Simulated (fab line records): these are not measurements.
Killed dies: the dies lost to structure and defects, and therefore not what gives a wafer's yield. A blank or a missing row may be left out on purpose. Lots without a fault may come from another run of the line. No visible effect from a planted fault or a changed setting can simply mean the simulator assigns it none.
fab line records | flow n5Finfet
[record] lots = 24 wafers = 72 lastDay = 18
route steps=1938 shown BEOL_M12@1614
lots that met no fault: from a run of the same line without faults
startH: hours from the record's opening day to when the first of the lot's shown wafers began | waitH: time in hours since the lot's previous step | " identical to the entry in the row above | L1.1+2: a single row standing in for several wafers | - no value, or no start was given | * or withheld: withheld | < > ~ a bound
route shown NAME@n: a module of which the file shows steps, and the number in the route of the first | usual: mean/standard deviation taken from wafers without a fault | same: alike in all rows | chamber/n: place in a boat | sites: the reading at each site | _std_site: the standard deviation of these | _edge_site: the outer-site mean with the inner-site mean subtracted | radiusMm: for every site, how far away it sits from the centre of the wafer | mask NAME#n: copy n | behind: the last tool/chamber to shape the wafer | hold: what put the lot on hold/how long, in hours/how the hold closed | device: whichever transistor did not switch (one of n, p or np) | end of line: the tests these same wafers got at the end of their route | for a step that has no rows: nothing shown but its recipe | killed: dies that structure and defects cost at the first sort, which is not the same as the wafer's yield | map: shows each die of a wafer: x if killed, . if not, _ if none is there
set.NAME: the setting that was run; set.NAME@STEP: the one run at that earlier step | model.NAME: the simulator's own value behind a step, which no gauge read
a sample of lots followed through the steps of the route, with each step as a table and each wafer as a row
services: the hour from which a tool's chamber was out of use, counted from the record's first day as startH (under 0 if before that day), plus the number of hours and why
[[steps]]
[step N5_BEOL_M12_INSPECT_12]
[recipe] mode = adi inspectInstrument = macro
[usual] rawDefectCount = 2.3/1.6
// columns lot.wafer tool chamber startH waitH rawDefectCount
L074.1 defectInspect-01 - 246.05 0.0 2
L074.3 " - " " 3
L074.6 " - " " 0
L075.1 defectInspect-02 - 254.30 0.0 5
L075.3 " - " " 4
L075.4 " - " " 3
L076.1 defectInspect-01 - 260.60 0.0 1
L076.3 " - " " 1
L076.6 " - " " 1
L079.1 defectInspect-01 - 265.10 0.0 4
L079.3 " - " " 1
L079.4 " - " " 1
L078.2 defectInspect-01 - 265.84 0.0 6
L078.4 " - " " 0
L078.5 " - " " 3
L077.1 defectInspect-01 - 265.99 0.0 2
L077.3 " - " " 3
L077.6 " - " " 3
L080.2 defectInspect-01 - 282.49 0.0 2
L080.4 " - " " 2
L080.5 " - " " 1
L083.1 defectInspect-01 - 284.07 0.0 1
L083.5 " - " " 3
L083.6 " - " " 3
L081.1 defectInspect-02 - 284.81 0.0 3
L081.4 " - " " 3
L081.5 " - " " 4
L082.1 defectInspect-01 - 285.46 0.0 2
L082.3 " - " " 2
L082.5 " - " " 4
L084.2 defectInspect-02 - 296.56 0.0 2
L084.3 " - " " 1
L084.5 " - " " 0
L085.3 defectInspect-01 - 306.71 0.0 4
L085.5 " - " " 2
L085.6 " - " " 5
L087.2 defectInspect-01 - 320.51 0.0 3
L087.3 " - " " 1
L087.5 " - " " 2
L086.1 defectInspect-02 - 326.60 0.0 0
L086.3 " - " " 3
L086.4 " - " " 3
L089.1 defectInspect-01 - 334.21 0.0 3
L089.5 " - " " 2
L089.6 " - " " 1
L088.1 defectInspect-02 - 335.89 0.0 1
L088.4 " - " " 1
L088.5 " - " " 1
L091.3 defectInspect-01 - 340.97 0.0 5
L091.4 " - " " 6
L091.6 " - " " 1
L090.1 defectInspect-01 - 343.80 0.0 2
L090.3 " - " " 2
L090.5 " - " " 4
L093.3 defectInspect-02 - 350.77 0.0 5
L093.4 " - " " 4
L093.6 " - " " 2
L092.3 defectInspect-02 - 367.77 0.0 2
L092.4 " - " " 1
L092.6 " - " " 1
L094.1 defectInspect-01 - 375.43 0.0 3
L094.5 " - " " 0
L094.6 " - " " 0
L095.2 defectInspect-02 - 382.23 0.0 4
L095.4 " - " " 0
L095.6 " - " " 3
L096.1 defectInspect-02 - 383.22 0.0 2
L096.5 " - " " 5
L096.6 " - " " 3
L097.1 defectInspect-01 - 386.26 0.0 2
L097.2 " - " " 3
L097.3 " - " " 3
[step N5_BEOL_M12_CD_MEAS_17]
[recipe] targetCdNm = 140 polarity = opening
[usual] cdNm = 140.3/2.3
// columns lot.wafer tool chamber startH waitH cdNm
L074.1 cdSem-03 - 247.41 0.0 141.1
L074.3 " - " " 139.1
L074.6 " - " " 139.6
L075.1 cdSem-02 - 255.11 0.0 138.0
L075.3 " - " " 139.7
L075.4 " - " " 136.1
L076.1 cdSem-01 - 261.13 0.0 139.7
L076.3 " - " " 143.3
L076.6 " - " " 142.7
L079.1 cdSem-03 - 265.68 0.0 141.5
L079.3 " - " " 141.9
L079.4 " - " " 140.5
L078.2 cdSem-01 - 266.37 0.0 138.4
L078.4 " - " " 141.5
L078.5 " - " " 139.5
L077.1 cdSem-01 - 266.55 0.0 140.8
L077.3 " - " " 136.3
L077.6 " - " " 139.0
L080.2 cdSem-03 - 283.06 0.0 143.0
L080.4 " - " " 140.8
L080.5 " - " " 138.9
L083.1 cdSem-03 - 284.64 0.0 142.4
L083.5 " - " " 143.3
L083.6 " - " " 145.6
L081.1 cdSem-03 - 285.34 0.0 145.8
L081.4 " - " " 140.7
L081.5 " - " " 144.5
L082.1 cdSem-03 - 286.12 0.0 143.0
L082.3 " - " " 140.5
L082.5 " - " " 140.8
L084.2 cdSem-02 - 297.09 0.0 139.2
L084.3 " - " " 138.1
L084.5 " - " " 135.7
L085.3 cdSem-02 - 307.28 0.0 144.1
L085.5 " - " " 138.3
L085.6 " - " " 142.1
L087.2 cdSem-03 - 321.36 0.0 139.0
L087.3 " - " " 135.7
L087.5 " - " " 140.7
L086.1 cdSem-03 - 327.13 0.0 142.0
L086.3 " - " " 142.9
L086.4 " - " " 137.3
L089.1 cdSem-03 - 334.74 0.0 139.9
L089.5 " - " " 138.3
L089.6 " - " " 137.0
L088.1 cdSem-03 - 336.42 0.0 142.9
L088.4 " - " " 136.8
L088.5 " - " " 137.9
L091.3 cdSem-03 - 341.50 0.0 136.3
L091.4 " - " " 140.4
L091.6 " - " " 137.1
L090.1 cdSem-03 - 344.33 0.0 145.0
L090.3 " - " " 138.9
L090.5 " - " " 142.3
L093.3 cdSem-03 - 351.30 0.0 138.6
L093.4 " - " " 139.2
L093.6 " - " " 136.0
L092.3 cdSem-01 - 368.30 0.0 137.8
L092.4 " - " " 140.1
L092.6 " - " " 136.6
L094.1 cdSem-02 - 376.27 0.0 140.2
L094.5 " - " " 135.4
L094.6 " - " " 139.6
L095.2 cdSem-01 - 382.76 0.0 143.9
L095.4 " - " " 139.3
L095.6 " - " " 139.1
L096.1 cdSem-03 - 383.75 0.0 140.2
L096.5 " - " " 142.1
L096.6 " - " " 138.1
L097.1 cdSem-01 - 386.80 0.0 138.9
L097.2 " - " " 142.4
L097.3 " - " " 139.4
[step N5_BEOL_M12_INSPECT_30]
[recipe] mode = adi inspectInstrument = macro
[usual] rawDefectCount = 2.0/1.4
// columns lot.wafer tool chamber startH waitH rawDefectCount
L074.1 defectInspect-02 - 247.79 0.0 2
L074.3 " - " " 7
L074.6 " - " " 3
L075.1 defectInspect-01 - 255.61 0.0 1
L075.3 " - " " 1
L075.4 " - " " 3
L076.1 defectInspect-01 - 261.51 0.0 1
L076.3 " - " " 0
L076.6 " - " " 1
L079.1 defectInspect-01 - 266.19 0.0 5
L079.3 " - " " 1
L079.4 " - " " 2
L078.2 defectInspect-02 - 266.76 0.0 0
L078.4 " - " " 4
L078.5 " - " " 2
L077.1 defectInspect-01 - 266.93 0.0 1
L077.3 " - " " 2
L077.6 " - " " 3
L080.2 defectInspect-02 - 283.57 0.0 2
L080.4 " - " " 2
L080.5 " - " " 0
L083.1 defectInspect-01 - 285.02 0.0 2
L083.5 " - " " 0
L083.6 " - " " 2
L081.1 defectInspect-02 - 285.72 0.0 2
L081.4 " - " " 1
L081.5 " - " " 3
L082.1 defectInspect-02 - 286.62 0.0 2
L082.3 " - " " 1
L082.5 " - " " 1
L084.2 defectInspect-02 - 297.47 0.0 1
L084.3 " - " " 0
L084.5 " - " " 1
L085.3 defectInspect-01 - 307.78 0.0 1
L085.5 " - " " 1
L085.6 " - " " 3
L087.2 defectInspect-01 - 321.87 0.0 1
L087.3 " - " " 3
L087.5 " - " " 1
L086.1 defectInspect-01 - 327.64 0.0 2
L086.3 " - " " 3
L086.4 " - " " 1
L089.1 defectInspect-01 - 335.24 0.0 4
L089.5 " - " " 8
L089.6 " - " " 4
L088.1 defectInspect-01 - 336.93 0.0 4
L088.4 " - " " 1
L088.5 " - " " 2
L091.3 defectInspect-01 - 341.87 0.0 3
L091.4 " - " " 1
L091.6 " - " " 1
L090.1 defectInspect-02 - 344.88 0.0 4
L090.3 " - " " 1
L090.5 " - " " 1
L093.3 defectInspect-02 - 351.68 0.0 4
L093.4 " - " " 2
L093.6 " - " " 1
L092.3 defectInspect-02 - 368.81 0.0 2
L092.4 " - " " 2
L092.6 " - " " 3
L094.1 defectInspect-02 - 376.78 0.0 1
L094.5 " - " " 1
L094.6 " - " " 2
L095.2 defectInspect-02 - 383.14 0.0 5
L095.4 " - " " 3
L095.6 " - " " 0
L096.1 defectInspect-01 - 384.25 0.0 3
L096.5 " - " " 4
L096.6 " - " " 3
L097.1 defectInspect-01 - 387.18 0.0 1
L097.2 " - " " 2
L097.3 " - " " 1
[step N5_BEOL_M12_DESCUM_33]
[recipe] chemistry = O2 timeS = 7.9 sourcePowerW = 50 biasPowerW = 20 pressureMtorr = 20 rfFrequencyHz = 2.712e+07 tempC = 40 o2FlowSccm = 225
[usual] drypumpMotorCurrentA = 5.8/0.54 oesProductAu = 0.82/0.088 rfVppV = 243.9/1.3 showerheadPlenumPTorr = 2.14/0.065 throttleValvePct = 20.33/0.28
// columns lot.wafer tool chamber startH waitH drypumpMotorCurrentA oesProductAu rfHoursCounterH rfVppV showerheadPlenumPTorr throttleValvePct
L074.1 rieDiel-01 0 249.55 1.8 6.3 0.75 144 243.6 2.18 20.27
L074.3 " 1 " " 5.8 0.98 8 244.4 2.23 19.89
L074.6 " 1 " " 5.7 0.98 - 246.6 2.22 19.91
L075.1 rieDiel-01 3 255.95 0.3 6.6 0.90 19 244.9 2.14 20.16
L075.3 " 1 " " 5.8 0.96 12 244.7 2.22 19.89
L075.4 " 2 " " 5.2 0.81 88 244.5 2.18 20.12
L076.1 rieDiel-06 0 261.59 0.1 5.7 0.69 245 245.4 2.16 20.54
L076.3 " 3 " " 5.4 0.90 24 246.0 2.25 20.43
L076.6 " 3 " " 5.4 0.90 - 245.4 2.25 20.45
L079.1 rieDiel-03 3 266.22 0.0 6.0 0.78 132 243.5 2.03 20.64
L079.3 " 1 " " 5.4 0.70 215 244.3 2.16 20.53
L079.4 " 0 " " 5.2 0.84 63 244.0 2.11 20.14
L078.2 rieDiel-03 0 266.85 0.1 5.2 0.84 64 242.5 2.11 20.13
L078.4 " 3 " " 6.0 0.78 133 241.3 2.03 20.64
L078.5 " 3 " " 6.0 0.78 - 242.1 2.03 20.64
L077.1 rieDiel-06 2 267.00 0.1 6.3 0.97 14 242.1 2.04 19.95
L077.3 " 1 " " 6.6 0.69 234 243.7 2.17 20.60
L077.6 " 1 " " 6.6 0.69 - 244.3 2.17 20.59
L080.2 rieDiel-03 2 283.61 0.0 5.0 0.78 114 245.0 2.12 20.81
L080.4 " 1 " " 5.5 0.69 222 245.0 2.15 20.54
L080.5 " 2 " " 5.0 0.77 - 243.4 2.12 20.80
L083.1 rieDiel-03 2 285.14 0.1 5.0 0.78 114 243.7 2.12 20.82
L083.5 " 2 " " 5.0 0.78 - 242.8 2.12 20.81
L083.6 " 3 " " 5.9 0.78 - 242.8 2.03 20.64
L081.1 rieDiel-01 0 285.84 0.1 6.3 0.74 160 245.5 2.18 20.31
L081.4 " 3 " " 6.6 0.88 32 243.1 2.14 20.18
L081.5 " 0 " " 6.3 0.74 - 244.6 2.18 20.31
L082.1 rieDiel-06 1 287.01 0.4 6.6 0.68 241 243.8 2.17 20.61
L082.3 " 2 " " 6.3 0.94 21 242.1 2.03 19.96
L082.5 " 3 " " 5.4 0.88 - 244.3 2.24 20.46
L084.2 rieDiel-06 2 297.50 0.0 6.3 0.94 24 240.6 2.03 19.94
L084.3 " 3 " " 5.4 0.88 35 245.9 2.24 20.48
L084.5 " 2 " " 6.3 0.95 - 243.3 2.03 19.96
L085.3 rieDiel-01 3 307.97 0.2 6.6 0.86 40 243.2 2.13 20.19
L085.5 " 0 " " 6.4 0.73 - 245.1 2.17 20.34
L085.6 " 3 " " 6.6 0.85 - 244.4 2.13 20.20
L087.2 rieDiel-01 3 321.90 0.0 6.6 0.85 45 244.1 2.13 20.20
L087.3 " 2 " " 5.2 0.78 112 244.5 2.17 20.17
L087.5 " 2 " " 5.2 0.79 - 244.4 2.17 20.14
L086.1 rieDiel-01 3 327.77 0.1 6.6 0.85 46 244.0 2.13 20.22
L086.3 " 0 " " 6.3 0.73 174 244.3 2.17 20.34
L086.4 " 2 " " 5.2 0.78 114 244.6 2.17 20.15
L089.1 rieDiel-01 2 335.28 0.0 5.2 0.78 116 244.7 2.17 20.15
L089.5 " 2 " " 5.2 0.77 - 244.8 2.17 20.16
L089.6 " 3 " " 6.5 0.84 - 243.2 2.13 20.23
L088.1 rieDiel-03 2 336.96 0.0 5.0 0.76 135 242.9 2.11 20.83
L088.4 " 1 " " 5.5 0.67 241 244.0 2.15 20.55
L088.5 " 0 " " 5.2 0.81 - 245.0 2.10 20.17
L091.3 rieDiel-01 3 341.91 0.0 6.6 0.85 51 243.1 2.13 20.21
L091.4 " 2 " " 5.2 0.77 120 243.6 2.17 20.16
L091.6 " 1 " " 5.7 0.90 - 247.4 2.21 19.94
L090.1 rieDiel-06 2 344.92 0.0 6.3 0.90 41 243.4 2.03 19.99
L090.3 " 1 " " 6.6 1.00 3 243.1 2.16 20.29
L090.5 " 2 " " 6.3 0.91 - 241.6 2.03 20.00
L093.3 rieDiel-03 0 351.71 0.0 5.2 0.81 92 244.4 2.10 20.20
L093.4 " 2 " " 5.0 0.76 141 243.6 2.11 20.84
L093.6 " 0 " " 5.2 0.81 - 242.4 2.10 20.18
L092.3 rieDiel-01 3 368.90 0.1 6.6 0.83 61 243.6 2.13 20.22
L092.4 " 0 " " 6.4 0.72 188 244.1 2.17 20.36
L092.6 " 2 " " 5.2 0.78 - 243.7 2.17 20.18
L094.1 rieDiel-03 0 376.84 0.1 5.2 0.80 101 242.9 2.09 20.19
L094.5 " 0 " " 5.2 0.80 - 244.3 2.09 20.19
L094.6 " 2 " " 5.0 0.76 - 242.1 2.11 20.85
L095.2 rieDiel-03 1 383.17 0.0 5.4 0.98 1 243.4 2.14 20.13
L095.4 " 0 " " 5.2 0.80 104 243.2 2.09 20.19
L095.6 " 2 " " 5.0 0.75 - 242.6 2.11 20.87
L096.1 rieDiel-06 2 384.29 0.0 6.3 0.88 56 242.7 2.02 20.02
L096.5 " 0 " " 5.7 0.90 - 243.7 2.14 20.22
L096.6 " 3 " " 5.4 0.83 - 245.5 2.23 20.53
L097.1 rieDiel-03 2 387.21 0.0 5.0 0.75 153 242.5 2.11 20.85
L097.2 " 0 " " 5.2 0.80 106 243.8 2.09 20.22
L097.3 " 3 " " 5.9 0.75 179 242.6 2.01 20.71
[step N5_BEOL_M12_ETCH_38]
[recipe] chemistry = CF4/N2 target = SiCN targetDepthA = 687 taperDeg = 2 timeS = 73.4 ionEnergyEv = 150 maskMaterial = SiO2 pressureMtorr = 40 sourceW = 430 biasW = 70 Ar_flow_sccm = 100 cf4FlowSccm = 60 n2FlowSccm = 60
[usual] drypumpMotorCurrentA = 5.9/0.52 n2FlowSccm = 60.02/0.19 oesProductAu = 0.83/0.092 rfVppV = 383.4/1.8 showerheadPlenumPTorr = 2.25/0.067 throttleValvePct = 15.31/0.2
// columns lot.wafer tool chamber startH waitH drypumpMotorCurrentA n2FlowSccm oesProductAu rfHoursCounterH rfVppV showerheadPlenumPTorr throttleValvePct
L074.1 rieDiel-01 1 251.68 - 5.8 60.05 0.97 9 386.1 2.36 15.00
L074.3 " 3 " " 6.6 60.16 0.91 17 383.9 2.25 15.12
L074.6 " 0 " " 6.3 59.86 0.74 - 384.6 2.29 15.34
L075.1 rieDiel-06 2 257.38 - 6.3 59.77 0.97 10 381.2 2.17 15.09
L075.3 " 0 " " 5.7 59.94 0.67 243 382.8 2.27 15.58
L075.4 " 1 " " 6.6 60.10 0.70 - 383.7 2.26 15.55
L076.1 rieDiel-01 2 262.29 - 5.2 59.71 0.83 91 385.6 2.33 15.31
L076.3 " 1 " " 5.7 59.98 0.95 14 384.4 2.36 15.01
L076.6 " 0 " " 6.3 59.70 0.74 - 384.4 2.29 15.36
L079.1 rieDiel-01 1 268.00 - 5.7 59.87 0.94 17 384.6 2.36 15.01
L079.3 " 2 " " 5.2 59.91 0.81 93 384.9 2.32 15.30
L079.4 " 3 " " 6.5 59.92 0.90 24 382.5 2.25 15.14
L078.2 rieDiel-06 2 268.02 - 6.3 60.24 0.95 15 381.3 2.17 15.10
L078.4 " 3 " " 5.4 60.50 0.89 - 384.4 2.33 15.24
L078.5 " 2 " " 6.3 60.15 0.97 - 381.5 2.17 15.10
L077.1 rieDiel-06 0 273.33 - 5.7 60.18 0.67 247 382.8 2.27 15.56
L077.3 " 1 " " 6.6 60.16 0.69 237 383.4 2.26 15.56
L077.6 " 3 " " 5.4 59.97 0.88 - 385.3 2.33 15.24
L080.2 rieDiel-06 1 285.62 - 6.6 60.24 0.70 240 381.4 2.26 15.58
L080.4 " 2 " " 6.3 59.90 0.94 - 380.6 2.16 15.09
L080.5 " 3 " " 5.4 59.93 0.88 - 385.6 2.33 15.24
L083.1 rieDiel-01 0 292.23 - 6.4 59.80 0.72 161 383.7 2.29 15.40
L083.5 " 0 " " 6.4 60.02 0.71 - 383.7 2.29 15.41
L083.6 " 1 " " 5.8 59.89 0.93 - 386.3 2.35 15.05
L081.1 rieDiel-06 2 294.42 - 6.3 59.82 0.93 23 381.5 2.16 15.11
L081.4 " 2 " " 6.3 60.03 0.94 - 380.5 2.16 15.11
L081.5 " 1 " " 6.6 60.01 0.70 - 383.8 2.26 15.55
L082.1 rieDiel-03 2 295.89 - 5.0 59.85 0.77 118 383.3 2.23 15.75
L082.3 " 0 " " 5.2 59.77 0.82 74 382.2 2.22 15.21
L082.5 " 3 " " 6.0 60.18 0.78 - 380.2 2.12 15.52
L084.2 rieDiel-03 0 302.45 - 5.2 59.95 0.82 77 383.2 2.22 15.21
L084.3 " 2 " " 5.0 59.73 0.78 120 383.0 2.23 15.75
L084.5 " 3 " " 5.9 60.13 0.78 - 380.5 2.12 15.53
L085.3 rieDiel-01 3 311.21 - 6.6 60.04 0.88 41 383.0 2.24 15.18
L085.5 " 3 " " 6.6 60.19 0.87 - 382.4 2.24 15.18
L085.6 " 0 " " 6.3 60.31 0.72 - 384.0 2.29 15.40
L087.2 rieDiel-06 2 323.84 - 6.3 59.95 0.91 33 380.9 2.16 15.13
L087.3 " 0 " " 5.7 60.26 0.93 9 382.9 2.26 15.10
L087.5 " 2 " " 6.3 60.13 0.91 - 381.1 2.16 15.13
L086.1 rieDiel-03 3 332.47 - 5.9 60.17 0.76 159 379.8 2.11 15.56
L086.3 " 0 " " 5.2 60.18 0.81 85 382.4 2.22 15.23
L086.4 " 2 " " 5.0 60.05 0.76 134 383.3 2.22 15.77
L089.1 rieDiel-03 3 338.13 - 6.0 60.20 0.77 161 379.4 2.11 15.55
L089.5 " 0 " " 5.2 60.24 0.82 - 385.6 2.22 15.24
L089.6 " 3 " " 6.0 60.27 0.77 - 378.6 2.11 15.54
L088.1 rieDiel-06 2 341.97 - 6.3 60.07 0.92 41 380.6 2.16 15.15
L088.4 " 0 " " 5.7 60.22 0.93 16 383.8 2.26 15.12
L088.5 " 3 " " 5.4 60.20 0.85 - 385.0 2.32 15.30
L091.3 rieDiel-01 1 344.49 - 5.7 59.69 0.89 45 385.9 2.34 15.08
L091.4 " 2 " " 5.2 59.93 0.79 121 386.2 2.32 15.37
L091.6 " 2 " " 5.2 60.27 0.79 - 386.3 2.32 15.36
L090.1 rieDiel-06 3 347.81 - 5.4 59.89 0.84 54 385.6 2.32 15.29
L090.3 " 1 " " 6.6 59.93 1.01 4 384.1 2.25 15.09
L090.5 " 3 " " 5.4 59.82 0.85 - 383.8 2.32 15.31
L093.3 rieDiel-03 3 354.34 - 6.0 60.16 0.76 167 380.5 2.11 15.56
L093.4 " 0 " " 5.2 60.16 0.81 93 382.9 2.22 15.24
L093.6 " 0 " " 5.2 60.03 0.80 - 383.5 2.21 15.24
L092.3 rieDiel-01 2 370.21 - 5.2 59.89 0.78 130 385.0 2.31 15.38
L092.4 " 1 " " 5.8 59.86 0.88 53 384.1 2.34 15.10
L092.6 " 1 " " 5.8 60.18 0.89 - 386.5 2.34 15.10
L094.1 rieDiel-06 3 379.28 - 5.4 59.99 0.83 66 384.9 2.32 15.31
L094.5 " 3 " " 5.4 59.95 0.83 - 385.4 2.32 15.32
L094.6 " 2 " " 6.3 60.01 0.89 - 379.9 2.15 15.17
L095.2 rieDiel-01 0 384.00 - 6.3 60.09 0.71 193 383.0 2.28 15.47
L095.4 " 2 " " 5.2 60.18 0.78 134 384.4 2.31 15.41
L095.6 " 3 " " 6.6 59.74 0.84 - 382.5 2.23 15.23
L096.1 rieDiel-03 2 386.94 - 5.0 59.93 0.74 153 382.0 2.22 15.80
L096.5 " 2 " " 5.0 60.09 0.75 - 381.6 2.22 15.81
L096.6 " 1 " " 5.5 60.01 0.99 - 383.3 2.25 15.08
L097.1 rieDiel-06 1 389.67 - 6.6 59.78 0.95 19 383.8 2.25 15.11
L097.2 " 0 " " 5.7 59.92 0.89 34 383.4 2.26 15.15
L097.3 " 3 " " 5.4 60.16 0.84 71 385.8 2.32 15.34
[step N5_BEOL_M12_SPUTTER_44]
[recipe] material = Ta targetThkA = 100 tempC = 50 biasV = 80 powerW = 15000 chamberPressurePa = 0.07 timeS = 16.13
[usual] biasV = 80.1/0.74 susceptorTempC = 49.99/0.11 throttleValvePct = 30.2/1.2
// columns lot.wafer tool chamber startH waitH biasV susceptorTempC throttleValvePct
L074.1 pvdSputter-01 - 252.26 0.0 80.2 49.97 28.6
L074.3 " - " " 80.1 49.85 31.5
L074.6 " - " " 80.4 49.82 32.1
L075.1 pvdSputter-01 - 258.70 0.0 80.5 50.05 31.8
L075.3 " - " " 80.7 50.00 30.3
L075.4 " - " " 80.2 49.97 31.4
L076.1 pvdSputter-02 - 263.21 0.0 80.9 49.97 30.0
L076.3 " - " " 79.4 50.12 30.7
L076.6 " - " " 79.3 49.93 30.8
L079.1 pvdSputter-03 - 268.46 0.0 79.7 50.14 28.8
L079.3 " - " " 79.0 50.08 28.5
L079.4 " - " " 80.2 50.11 31.3
L078.2 pvdSputter-01 - 268.53 0.0 81.7 49.90 28.4
L078.4 " - " " 81.2 49.99 31.5
L078.5 " - " " 79.7 49.79 28.5
L077.1 pvdSputter-03 - 274.06 0.0 79.7 49.99 31.7
L077.3 " - " " 79.7 49.83 32.0
L077.6 " - " " 79.1 50.05 31.7
L080.2 pvdSputter-03 - 286.22 0.0 80.6 49.86 28.4
L080.4 " - " " 80.8 49.95 31.8
L080.5 " - " " 79.1 50.08 28.9
L083.1 pvdSputter-02 - 292.81 0.0 79.4 50.07 30.7
L083.5 " - " " 79.7 50.06 30.6
L083.6 " - " " 80.0 49.91 29.0
L081.1 pvdSputter-02 - 295.29 0.0 81.2 49.83 30.4
L081.4 " - " " 80.6 50.08 29.1
L081.5 " - " " 80.1 50.14 28.9
L082.1 pvdSputter-01 - 296.24 0.0 79.8 50.10 31.4
L082.3 " - " " 80.3 50.08 28.4
L082.5 " - " " 80.4 50.20 31.6
L084.2 pvdSputter-02 - 303.10 0.0 79.0 50.21 30.7
L084.3 " - " " 80.0 50.10 30.6
L084.5 " - " " 79.9 50.09 30.4
L085.3 pvdSputter-02 - 311.68 0.0 79.8 50.15 29.0
L085.5 " - " " 80.0 50.00 29.3
L085.6 " - " " 79.9 49.91 30.3
L087.2 pvdSputter-01 - 324.25 0.0 79.1 50.10 31.4
L087.3 " - " " 79.7 50.10 30.2
L087.5 " - " " 79.7 50.11 30.6
L086.1 pvdSputter-02 - 333.22 0.0 80.3 50.06 30.3
L086.3 " - " " 80.9 49.84 30.9
L086.4 " - " " 79.6 49.89 30.7
L089.1 pvdSputter-02 - 338.86 0.0 80.2 50.10 29.1
L089.5 " - " " 79.9 49.81 30.6
L089.6 " - " " 78.6 49.81 30.1
L088.1 pvdSputter-01 - 342.91 0.0 80.2 50.13 31.9
L088.4 " - " " 79.6 50.07 31.3
L088.5 " - " " 79.1 50.09 31.8
L091.3 pvdSputter-03 - 345.22 0.0 80.7 50.07 32.3
L091.4 " - " " 80.8 49.98 28.5
L091.6 " - " " 81.2 50.02 32.2
L090.1 pvdSputter-01 - 348.27 0.0 81.4 49.95 31.5
L090.3 " - " " 80.0 50.10 30.0
L090.5 " - " " 81.3 49.82 28.5
L093.3 pvdSputter-01 - 355.04 0.0 81.2 50.08 30.1
L093.4 " - " " 81.7 50.19 28.3
L093.6 " - " " 79.8 50.07 31.5
L092.3 pvdSputter-02 - 370.67 0.0 80.8 49.89 31.0
L092.4 " - " " 80.3 50.06 30.4
L092.6 " - " " 80.3 49.99 30.9
L094.1 pvdSputter-03 - 380.04 0.0 79.6 50.14 28.9
L094.5 " - " " 80.8 50.11 32.1
L094.6 " - " " 81.5 50.02 28.7
L095.2 pvdSputter-01 - 384.35 0.0 78.7 50.00 31.9
L095.4 " - " " 80.1 49.89 30.2
L095.6 " - " " 79.5 49.96 28.4
L096.1 pvdSputter-01 - 387.73 0.0 81.0 50.12 31.8
L096.5 " - " " 80.8 49.91 30.0
L096.6 " - " " 81.0 49.94 28.6
L097.1 pvdSputter-02 - 390.50 0.0 80.0 50.01 30.8
L097.2 " - " " 80.7 50.02 30.1
L097.3 " - " " 79.6 50.10 28.9
[[services]]
// columns tool chamber startH hours kind
rieDiel-06 - 233.19 15.6 pm
rieDiel-06 3 251.02 9.4 repair
rieDiel-03 3 259.60 4.2 repair
rieDiel-06 0 263.94 4.2 repair
rieDiel-06 - 277.23 4.3 pm
rieDiel-06 0 284.94 - clean
rieDiel-06 0 284.94 - consumableReplace:focusRing
rieDiel-06 0 284.94 15.1 scheduledDown
rieDiel-06 0 284.94 15.1 ventCycle
rieDiel-01 0 287.50 1.8 repair
rieDiel-03 0 303.24 7.5 repair
rieDiel-06 2 309.91 2.8 repair
rieDiel-06 1 313.78 - clean
rieDiel-06 1 313.78 - consumableReplace:focusRing
rieDiel-06 1 313.78 20.5 scheduledDown
rieDiel-06 1 313.78 20.5 ventCycle
rieDiel-03 1 321.25 4.6 repair
pvdSputter-03 - 332.92 11.1 repair
pvdSputter-02 - 346.78 6.9 repair
rieDiel-03 1 363.70 - clean
rieDiel-03 1 363.70 - consumableReplace:focusRing
rieDiel-03 1 363.70 16.3 scheduledDown
rieDiel-01 - 373.96 1.1 repair
rieDiel-01 1 378.85 1.3 repair
[[key]]
fault none
